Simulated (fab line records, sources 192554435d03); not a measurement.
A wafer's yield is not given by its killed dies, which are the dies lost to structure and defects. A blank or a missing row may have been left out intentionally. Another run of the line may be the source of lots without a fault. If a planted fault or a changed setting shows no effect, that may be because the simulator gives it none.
What tool caused it? :: flow n5_finfet :: Sampling: 9 lots, 27 wafers, 5 of 1938 route steps

WHAT THE GAUGES READ, wafer by wafer
N5_BEOL_M1_RS_MEAS_58: uses a four-point probe to measure. Usual: M1_RS typically reads 0.67 ohm/sq, with standard deviation 0.032.
lot: L581
measured: day 7 06:52
on: film_metro-02
M1_RS (ohm/sq): 0.73 0.65 0.67
flag: 

lot: L582
measured: day 7 10:48
on: film_metro-02
M1_RS (ohm/sq): 0.68 0.68 0.62
flag: 

lot: L585
measured: day 8 00:54
on: film_metro-01
M1_RS (ohm/sq): 0.72 0.71 0.64
flag: 

lot: L586
measured: day 8 12:07
on: film_metro-02
M1_RS (ohm/sq): 0.69 0.65 0.64
flag: 

lot: L587
measured: day 8 21:29
on: film_metro-02
M1_RS (ohm/sq): 0.73 0.68 0.65
flag: 

lot: L595
measured: day 11 00:16
on: film_metro-01
M1_RS (ohm/sq): 0.67 0.63 0.60
flag: 

lot: L598
measured: day 11 10:23
on: film_metro-01
M1_RS (ohm/sq): 0.68 0.68 0.61
flag: 

lot: L600
measured: day 12 04:44
on: film_metro-02
M1_RS (ohm/sq): 0.71 0.67 0.63
flag: 

lot: L601
measured: day 12 08:02
on: film_metro-02
M1_RS (ohm/sq): 0.68 0.65 0.62
flag: 

N5_BEOL_M4_RC_MEAS_101. Usual: DIBL_N 35.8 mV/V, standard deviation 1.8; DIBL_P 35.9 mV/V, standard deviation 2.2; IOFF_N 0.16 nA/um, standard deviation 0.035; IOFF_P 0.21 nA/um, standard deviation 0.04; ION_N 672 uA/um, standard deviation 11; ION_P 461 uA/um, standard deviation 7.4; SS_N 71.4 mV/dec, standard deviation 0.64; SS_P 73.2 mV/dec, standard deviation 0.67; VT_N 250 mV, standard deviation 3.5; VT_P -251 mV, standard deviation 3.4.
lot: L581
measured: day 8 15:26
on: prober-02
DIBL_N (mV/V): 36.6 32.9 34.7
DIBL_P (mV/V): 36.8 32.4 33.6
IOFF_N (nA/um): 0.18 0.12 0.14
IOFF_P (nA/um): 0.25 0.18 0.18
ION_N (uA/um): 683 659 665
ION_P (uA/um): 471 458 454
SS_N (mV/dec): 72.0 70.8 71.4
SS_P (mV/dec): 73.6 72.4 72.8
VT_N (mV): 245 255 249
VT_P (mV): -246 -251 -250
flag: 

lot: L582
measured: day 8 20:38
on: prober-02
DIBL_N (mV/V): 37.6 34.5 35.5
DIBL_P (mV/V): 39.3 35.6 37.1
IOFF_N (nA/um): 0.21 0.15 0.17
IOFF_P (nA/um): 0.27 0.21 0.24
ION_N (uA/um): 679 670 676
ION_P (uA/um): 467 459 473
SS_N (mV/dec): 72.1 71.0 71.4
SS_P (mV/dec): 73.9 72.9 73.0
VT_N (mV): 247 250 251
VT_P (mV): -246 -247 -248
flag: 

lot: L585
measured: day 9 17:13
on: prober-01
DIBL_N (mV/V): 36.0 39.2 38.9
DIBL_P (mV/V): 35.7 39.2 39.0
IOFF_N (nA/um): 0.15 0.21 0.20
IOFF_P (nA/um): 0.20 0.27 0.25
ION_N (uA/um): 665 683 676
ION_P (uA/um): 462 468 470
SS_N (mV/dec): 71.5 72.0 72.2
SS_P (mV/dec): 72.8 74.2 73.1
VT_N (mV): 254 251 248
VT_P (mV): -250 -248 -250
flag: 

lot: L586
measured: day 9 22:04
on: prober-02
DIBL_N (mV/V): 36.3 38.0 36.0
DIBL_P (mV/V): 36.0 39.9 36.2
IOFF_N (nA/um): 0.15 0.19 0.15
IOFF_P (nA/um): 0.18 0.26 0.19
ION_N (uA/um): 663 677 667
ION_P (uA/um): 455 462 458
SS_N (mV/dec): 71.7 71.8 71.1
SS_P (mV/dec): 73.6 74.1 73.6
VT_N (mV): 251 249 249
VT_P (mV): -253 -249 -251
flag: 

lot: L587
measured: day 10 02:31
on: prober-01
DIBL_N (mV/V): 37.6 34.9 38.6
DIBL_P (mV/V): 38.2 34.9 38.6
IOFF_N (nA/um): 0.20 0.14 0.20
IOFF_P (nA/um): 0.24 0.19 0.25
ION_N (uA/um): 682 667 682
ION_P (uA/um): 460 458 465
SS_N (mV/dec): 72.5 71.6 72.4
SS_P (mV/dec): 74.0 72.9 73.3
VT_N (mV): 248 252 247
VT_P (mV): -248 -252 -247
flag: 

lot: L595
measured: day 12 09:31
on: prober-01
DIBL_N (mV/V): 37.6 36.7 35.9
DIBL_P (mV/V): 37.8 36.8 36.1
IOFF_N (nA/um): 0.17 0.15 0.14
IOFF_P (nA/um): 0.19 0.17 0.17
ION_N (uA/um): 671 668 660
ION_P (uA/um): 444 446 448
SS_N (mV/dec): 72.1 72.0 71.8
SS_P (mV/dec): 73.8 73.5 73.5
VT_N (mV): 251 252 253
VT_P (mV): -257 -256 -256
flag: 

lot: L598
measured: day 12 18:34
on: prober-02
DIBL_N (mV/V): 35.1 36.7 34.3
DIBL_P (mV/V): 36.4 38.3 35.3
IOFF_N (nA/um): 0.15 0.19 0.14
IOFF_P (nA/um): 0.23 0.26 0.21
ION_N (uA/um): 668 679 669
ION_P (uA/um): 461 472 466
SS_N (mV/dec): 71.7 72.2 71.8
SS_P (mV/dec): 73.3 72.9 72.9
VT_N (mV): 248 246 252
VT_P (mV): -248 -245 -248
flag: 

lot: L600
measured: day 13 21:09
on: prober-02
DIBL_N (mV/V): 35.9 35.5 35.3
DIBL_P (mV/V): 34.6 34.3 33.3
IOFF_N (nA/um): 0.14 0.14 0.12
IOFF_P (nA/um): 0.20 0.20 0.19
ION_N (uA/um): 676 683 669
ION_P (uA/um): 467 466 464
SS_N (mV/dec): 70.8 71.0 70.5
SS_P (mV/dec): 73.0 72.3 72.7
VT_N (mV): 249 249 254
VT_P (mV): -252 -251 -252
flag: 

lot: L601
measured: day 13 23:44
on: prober-02
DIBL_N (mV/V): 34.4 35.2 32.4
DIBL_P (mV/V): 33.0 34.1 30.8
IOFF_N (nA/um): 0.11 0.12 0.09
IOFF_P (nA/um): 0.17 0.18 0.14
ION_N (uA/um): 659 658 653
ION_P (uA/um): 459 459 453
SS_N (mV/dec): 70.6 71.7 70.3
SS_P (mV/dec): 72.5 72.9 71.6
VT_N (mV): 255 255 257
VT_P (mV): -251 -253 -255
flag: 

EACH LOT AND THE TOOL THAT RAN IT (in order: tool; ch and the chambers of the sampled wafers; start)
lot: L581
N5_BEOL_M1_SPUTTER_94: pvd_sputter-01, day 7 05:35
N5_BEOL_M2_ETCH_63: rie_diel-05 ch 0,2,3, day 7 08:13
N5_BEOL_M2_ETCH_64: rie_diel-05 ch 0,2,3, day 7 08:14

lot: L582
N5_BEOL_M1_SPUTTER_94: pvd_sputter-02, day 7 09:31
N5_BEOL_M2_ETCH_63: rie_diel-05 ch 0,3, day 7 12:25
N5_BEOL_M2_ETCH_64: rie_diel-05 ch 0,3, day 7 12:27

lot: L585
N5_BEOL_M1_SPUTTER_94: pvd_sputter-01, day 7 23:20
N5_BEOL_M2_ETCH_63: rie_diel-02 ch 2,3, day 8 02:37
N5_BEOL_M2_ETCH_64: rie_diel-02 ch 2,3, day 8 02:38

lot: L586
N5_BEOL_M1_SPUTTER_94: pvd_sputter-02, day 8 10:01
N5_BEOL_M2_ETCH_63: rie_diel-04 ch 0,1,2, day 8 13:16
N5_BEOL_M2_ETCH_64: rie_diel-04 ch 0,1,2, day 8 13:17

lot: L587
N5_BEOL_M1_SPUTTER_94: pvd_sputter-03, day 8 17:24
N5_BEOL_M2_ETCH_63: rie_diel-05 ch 0,2,3, day 8 22:53
N5_BEOL_M2_ETCH_64: rie_diel-05 ch 0,2,3, day 8 22:55

lot: L595
N5_BEOL_M1_SPUTTER_94: pvd_sputter-02, day 10 23:00
N5_BEOL_M2_ETCH_63: rie_diel-05 ch 0,2,3, day 11 02:05
N5_BEOL_M2_ETCH_64: rie_diel-05 ch 0,2,3, day 11 02:07

lot: L598
N5_BEOL_M1_SPUTTER_94: pvd_sputter-03, day 11 09:06
N5_BEOL_M2_ETCH_63: rie_diel-04 ch 0,1,3, day 11 11:25
N5_BEOL_M2_ETCH_64: rie_diel-04 ch 0,1,3, day 11 11:26

lot: L600
N5_BEOL_M1_SPUTTER_94: pvd_sputter-03, day 12 03:28
N5_BEOL_M2_ETCH_63: rie_diel-02 ch 0,3, day 12 07:43
N5_BEOL_M2_ETCH_64: rie_diel-02 ch 0,3, day 12 07:45

lot: L601
N5_BEOL_M1_SPUTTER_94: pvd_sputter-01, day 12 06:46
N5_BEOL_M2_ETCH_63: rie_diel-02 ch 0,1, day 12 11:21
N5_BEOL_M2_ETCH_64: rie_diel-02 ch 0,1, day 12 11:23
- N5_BEOL_M1_SPUTTER_94: material Cu, target thk 4.5 nm, time 8.29 s.
- N5_BEOL_M2_ETCH_63: etches SiARC in CF4, target depth 15.6 nm, time 26 s.
- N5_BEOL_M2_ETCH_64: etches SOC in N2/H2, target depth 75 nm, overetch 22.5 nm, time 121.9 s.

AS READ BY THE TOOLS THEMSELVES (means over the sampled wafers that have a number; for cases with no such wafer, the mark the record gives instead)
N5_BEOL_M1_SPUTTER_94. Usual: 29.4 % for throttle_valve_pct, sd 1.1.
lot: L581
tool: pvd_sputter-01
throttle_valve_pct (%): 29.2
flag: 

lot: L582
tool: pvd_sputter-02
throttle_valve_pct (%): 30.7
flag: 

lot: L585
tool: pvd_sputter-01
throttle_valve_pct (%): 28.9
flag: 

lot: L586
tool: pvd_sputter-02
throttle_valve_pct (%): 30.1
flag: 

lot: L587
tool: pvd_sputter-03
throttle_valve_pct (%): 28.7
flag: 

lot: L595
tool: pvd_sputter-02
throttle_valve_pct (%): 30.3
flag: 

lot: L598
tool: pvd_sputter-03
throttle_valve_pct (%): 29.4
flag: 

lot: L600
tool: pvd_sputter-03
throttle_valve_pct (%): 28.7
flag: 

lot: L601
tool: pvd_sputter-01
throttle_valve_pct (%): 28.6
flag: 

N5_BEOL_M2_ETCH_63. Usual: bias_w 36.00 W (standard deviation 0.1); drypump_motor_current_A 5.6 A (standard deviation 0.35); etch_rf_on_time_s 26.1 s (standard deviation 0.48); oes_product_au 0.68 a.u. (standard deviation 0.077); rf_vpp_V 184.3 V (standard deviation 1.2); showerhead_plenum_p_Torr 2.16 Torr (standard deviation 0.063); throttle_valve_pct 15.49 % (standard deviation 0.19).
lot: L581
tool: rie_diel-05
bias_w (W): 35.97
drypump_motor_current_A (A): 5.7
etch_rf_on_time_s (s): 25.9
oes_product_au (a.u.): 0.66
rf_vpp_V (V): 185.7
showerhead_plenum_p_Torr (Torr): 2.20
throttle_valve_pct (%): 15.43
flag: 

lot: L582
tool: rie_diel-05
bias_w (W): 36.01
drypump_motor_current_A (A): 5.6
etch_rf_on_time_s (s): 26.5
oes_product_au (a.u.): 0.65
rf_vpp_V (V): 184.8
showerhead_plenum_p_Torr (Torr): 2.17
throttle_valve_pct (%): 15.51
flag: 

lot: L585
tool: rie_diel-02
bias_w (W): 36.01
drypump_motor_current_A (A): 6.2
etch_rf_on_time_s (s): 26.5
oes_product_au (a.u.): 0.68
rf_vpp_V (V): 183.0
showerhead_plenum_p_Torr (Torr): 2.07
throttle_valve_pct (%): 15.54
flag: 

lot: L586
tool: rie_diel-04
bias_w (W): 35.98
drypump_motor_current_A (A): 5.6
etch_rf_on_time_s (s): 25.9
oes_product_au (a.u.): 0.69
rf_vpp_V (V): 184.3
showerhead_plenum_p_Torr (Torr): 2.15
throttle_valve_pct (%): 15.45
flag: 

lot: L587
tool: rie_diel-05
bias_w (W): 35.98
drypump_motor_current_A (A): 5.7
etch_rf_on_time_s (s): 26.3
oes_product_au (a.u.): 0.64
rf_vpp_V (V): 184.6
showerhead_plenum_p_Torr (Torr): 2.20
throttle_valve_pct (%): 15.47
flag: 

lot: L595
tool: rie_diel-05
bias_w (W): 35.87
drypump_motor_current_A (A): 5.7
etch_rf_on_time_s (s): 26.3
oes_product_au (a.u.): 0.62
rf_vpp_V (V): 185.2
showerhead_plenum_p_Torr (Torr): 2.19
throttle_valve_pct (%): 15.49
flag: 

lot: L598
tool: rie_diel-04
bias_w (W): 35.99
drypump_motor_current_A (A): 5.4
etch_rf_on_time_s (s): 26.0
oes_product_au (a.u.): 0.70
rf_vpp_V (V): 184.0
showerhead_plenum_p_Torr (Torr): 2.15
throttle_valve_pct (%): 15.31
flag: 

lot: L600
tool: rie_diel-02
bias_w (W): 35.86
drypump_motor_current_A (A): 5.4
etch_rf_on_time_s (s): 26.0
oes_product_au (a.u.): 0.68
rf_vpp_V (V): 183.6
showerhead_plenum_p_Torr (Torr): 2.13
throttle_valve_pct (%): 15.55
flag: 

lot: L601
tool: rie_diel-02
bias_w (W): 35.91
drypump_motor_current_A (A): 5.4
etch_rf_on_time_s (s): 26.2
oes_product_au (a.u.): 0.70
rf_vpp_V (V): 183.8
showerhead_plenum_p_Torr (Torr): 2.17
throttle_valve_pct (%): 15.57
flag: 

N5_BEOL_M2_ETCH_64. Usual: bias_w 150.0 W, standard deviation 0.45; drypump_motor_current_A 5.6 A, standard deviation 0.35; oes_product_au 0.60 a.u., standard deviation 0.065; rf_vpp_V 524.5 V, standard deviation 2.3; showerhead_plenum_p_Torr 2.57 Torr, standard deviation 0.082; throttle_valve_pct 17.68 %, standard deviation 0.21.
lot: L581
tool: rie_diel-05
bias_w (W): 150.0
drypump_motor_current_A (A): 5.7
oes_product_au (a.u.): 0.59
rf_vpp_V (V): 526.3
showerhead_plenum_p_Torr (Torr): 2.61
throttle_valve_pct (%): 17.54
flag: 

lot: L582
tool: rie_diel-05
bias_w (W): 149.5
drypump_motor_current_A (A): 5.6
oes_product_au (a.u.): 0.59
rf_vpp_V (V): 525.3
showerhead_plenum_p_Torr (Torr): 2.57
throttle_valve_pct (%): 17.61
flag: 

lot: L585
tool: rie_diel-02
bias_w (W): 150.1
drypump_motor_current_A (A): 6.2
oes_product_au (a.u.): 0.61
rf_vpp_V (V): 521.2
showerhead_plenum_p_Torr (Torr): 2.45
throttle_valve_pct (%): 17.73
flag: 

lot: L586
tool: rie_diel-04
bias_w (W): 150.1
drypump_motor_current_A (A): 5.7
oes_product_au (a.u.): 0.61
rf_vpp_V (V): 523.4
showerhead_plenum_p_Torr (Torr): 2.56
throttle_valve_pct (%): 17.76
flag: 

lot: L587
tool: rie_diel-05
bias_w (W): 149.8
drypump_motor_current_A (A): 5.7
oes_product_au (a.u.): 0.57
rf_vpp_V (V): 526.3
showerhead_plenum_p_Torr (Torr): 2.61
throttle_valve_pct (%): 17.56
flag: 

lot: L595
tool: rie_diel-05
bias_w (W): 147.5
drypump_motor_current_A (A): 5.7
oes_product_au (a.u.): 0.56
rf_vpp_V (V): 520.4
showerhead_plenum_p_Torr (Torr): 2.60
throttle_valve_pct (%): 17.59
flag: OFF

lot: L598
tool: rie_diel-04
bias_w (W): 149.9
drypump_motor_current_A (A): 5.4
oes_product_au (a.u.): 0.62
rf_vpp_V (V): 524.6
showerhead_plenum_p_Torr (Torr): 2.58
throttle_valve_pct (%): 17.64
flag: 

lot: L600
tool: rie_diel-02
bias_w (W): 149.8
drypump_motor_current_A (A): 5.4
oes_product_au (a.u.): 0.60
rf_vpp_V (V): 523.3
showerhead_plenum_p_Torr (Torr): 2.52
throttle_valve_pct (%): 17.71
flag: 

lot: L601
tool: rie_diel-02
bias_w (W): 149.7
drypump_motor_current_A (A): 5.4
oes_product_au (a.u.): 0.63
rf_vpp_V (V): 525.6
showerhead_plenum_p_Torr (Torr): 2.58
throttle_valve_pct (%): 17.80
flag: 

THE ANSWER, worked out from the rows above alone
Rule: a lot is off if the mean of its wafers that have a number lies more than 3 standard deviations from the usual mean. A lot without any number at a reading at which 4 lots or more have one is off too. Any other lot the step has rows for is counted as sound. Order of review: gauges by route order, followed by the tools' own readings, for which a lot's mean as printed above is used. At the first step where some lot is off, the reading lying furthest off is the one used; lots without a number count as furthest.
Off at N5_BEOL_M2_ETCH_64 (bias_w): L595.
If a tool, at that step or one of the process steps before it, ran each lot that is off and ran no sound lot following the first of them, it fits. 2 tools fit, pvd_sputter-02 at N5_BEOL_M1_SPUTTER_94 and rie_diel-05 at N5_BEOL_M2_ETCH_63 and N5_BEOL_M2_ETCH_64, so this cannot tell which one it is.

WHAT THE SIMULATOR HAD PUT IN
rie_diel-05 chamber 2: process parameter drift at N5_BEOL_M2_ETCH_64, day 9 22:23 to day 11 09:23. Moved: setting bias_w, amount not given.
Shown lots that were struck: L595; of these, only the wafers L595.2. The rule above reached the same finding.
